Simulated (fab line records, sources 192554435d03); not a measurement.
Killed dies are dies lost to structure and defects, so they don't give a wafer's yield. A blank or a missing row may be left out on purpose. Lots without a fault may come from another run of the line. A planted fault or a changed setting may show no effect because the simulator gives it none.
Chamber matching | flow n5_finfet | N5_BEOL_M15_DEP_53 on pecvd-04: 3 sister chambers
The step deposits SiCN from 3MS/NH3, target thk 50 nm, time 17.8 s. 3 wafers are shown with their chamber, then 8 later ones without.

WAFERS WITH THEIR CHAMBER
wafer  | chamber | throttle_valve_pct (%)
L078.1 | 0       | 17.9
L078.4 | 1       | 18.9
L088.1 | 2       | 17.8

WAFERS WITHOUT THEIR CHAMBER
wafer  | throttle_valve_pct (%)
L088.2 | 17.5
L088.3 | 19.2
L087.2 | 19.1
L087.3 | 17.9
L087.6 | 19.3
L092.1 | 17.6
L092.3 | 18.0
L092.4 | 17.8

WHICH CHAMBER EACH WENT THROUGH
wafer  | from the rows above     | in truth
L088.2 | can't be placed: 2 or 0 | 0
L088.3 | 1                       | 1
L087.2 | 1                       | 1
L087.3 | can't be placed: 0 or 2 | 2
L087.6 | 1                       | 1
L092.1 | can't be placed: 2 or 0 | 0
L092.3 | can't be placed: 0 or 2 | 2
L092.4 | can't be placed: 2 or 0 | 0
Placed correctly: 3 of 8. Can't be placed from these rows: 5 (the true chamber is among the candidates in 5). Placed wrongly: 0.
How it was worked out, from the rows above alone: a wafer's distance from a chamber is the root of the sum, over the readings, of the square of ((its reading less the chamber's mean) divided by the reading's scatter). The wafer belongs to the nearest chamber; if the next one is less than 2 further off, it can't be placed. A chamber's mean is the mean of its shown wafers. The scatter: with one shown wafer a chamber, the root of the mean of the squares of how far each hidden wafer lies from its nearest shown one.
